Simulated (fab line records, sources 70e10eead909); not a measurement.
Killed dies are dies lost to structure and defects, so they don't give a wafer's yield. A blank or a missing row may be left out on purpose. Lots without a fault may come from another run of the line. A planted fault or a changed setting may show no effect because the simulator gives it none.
A struck lot beside a sound one | flow nand_harc | 13 steps out of a route of 1159
Sound: wafers L463.3, L463.4, L463.6. Struck: wafers L451.1, L451.4, L451.6. The cause comes at the end.
At each step with rows: each side's tool, then ch and its chambers, then its first start. Under that, the readings that differ: sound wafers | struck wafers | difference of the means | sigmas: that difference in standard deviations of wafers without a fault.
alike: readings whose means differ by less than 2 such deviations, and words and numbers that are the same on both sides. not compared: withheld readings, readings that some wafer has no value for, bounds like >300 that may hide the same value, and numbers for which the record gives no deviation and whose values overlap.
The two part at a step that has a row with sigmas, a row that says differs or no value, or rows on one side only. Numbers that don't overlap but have no deviation are shown without sigmas and don't part them. A reading that every wafer of one side lacks parts them only if that side has two wafers or more.

first, 1 step without rows for these wafers: NHARC_A_SLIT_SRD_20.
NHARC_A_SLIT_CD_MEAS_21:
  sound on cd_sem-03, day 18 00:36; struck on cd_sem-03, day 14 22:45
  alike: cd_nm
then, 3 steps without rows for these wafers: NHARC_A_SIN_REMOVE_WET_00 (chemistry H3PO4, time 15300 s); NHARC_A_SIN_REMOVE_PRECLEAN_01 (cleans in SC1); NHARC_A_SIN_REMOVE_SRD_02.
NHARC_A_SIN_REMOVE_INSPECT_04:
  sound on defect_inspect-02, day 18 08:11; struck on defect_inspect-01, day 15 04:47
  alike: raw_defect_count
NHARC_A_WL_FILL_ALD_00: deposits Al2O3, target thk 3 nm, pulse time 3 s, ald cycles 30.
  sound on ald_hk-01 ch 1,2, day 18 09:01; struck on ald_hk-01 ch 1,2, day 15 05:10
  reading              | sound | struck               | difference                   | sigmas
  susceptor_temp_C (C) | - - - | 299.84 299.81 300.03 | no value on the sound wafers |
  alike: heater_power_w, precursor_pulse_height_rel
NHARC_A_WL_FILL_RTA_01: time 5 s.
  sound on rtp_anneal-01 ch 0, day 18 09:32; struck on rtp_anneal-02 ch 0, day 15 05:26
  reading             | sound          | struck         | difference | sigmas
  lamp_zone_7_pct (%) | 29.3 29.4 29.4 | 23.5 23.5 23.6 | -5.8       | -2
  alike: lamp_power_pct, lamp_zone_5_pct, wafer_temp_C_max
NHARC_A_WL_FILL_ALD_02: deposits TiN, target thk 2 nm, pulse time 3 s, ald cycles 100.
  sound on ald_metal-03 ch 0,2, day 18 09:43; struck on ald_metal-04 ch 0,1,2, day 15 05:44
  alike: heater_power_w, precursor_pulse_height_rel, susceptor_temp_C
NHARC_A_WL_FILL_CVD_03: deposits W, target thk 40 nm, time 3302 s.
  sound on cvd_w-01 ch 0,1, day 18 11:07; struck on cvd_w-01 ch 0, day 15 09:56
  alike: heater_power_w, susceptor_temp_C, throttle_valve_pct
NHARC_A_WL_FILL_ETCHBACK_04: etches the open film in NF3, target depth 60 nm, time 120 s.
  sound on rie_metal-02 ch 0,1, day 18 13:34; struck on rie_metal-02 ch 0,1, day 15 13:20
  no value came back on the struck wafers for chamber_pressure_mTorr (mTorr), drypump_motor_current_A (A), oes_product_au (a.u.), time_s (s); on the sound wafers chamber_pressure_mTorr (mTorr) reads 300.17 299.97 299.49
  not compared: rf_hours_counter_h
NHARC_A_WL_FILL_ETCHBACK_05: etches the open film in Cl2/BCl3, target depth 22 nm, time 60 s.
  sound on rie_metal-02 ch 0,1, day 18 13:45; struck on rie_metal-02 ch 0,1, day 15 13:32
  alike: chamber_pressure_mTorr, drypump_motor_current_A, oes_product_au
  not compared: rf_hours_counter_h
-- the record jumps here: 5 days lie between the struck wafers' starts before and after (it left off in module A_WL_FILL and takes up again in module END, whose first step shown is number 1159 of the route) --
NHARC_END_SORT_01:
  the record has rows for the struck wafers here (prober-01 ch 0, day 20 05:29) and none for the sound ones

WHERE THEY PART
First at NHARC_A_WL_FILL_ALD_00; last, within this record, at NHARC_END_SORT_01.

WHY: what the simulator had put in
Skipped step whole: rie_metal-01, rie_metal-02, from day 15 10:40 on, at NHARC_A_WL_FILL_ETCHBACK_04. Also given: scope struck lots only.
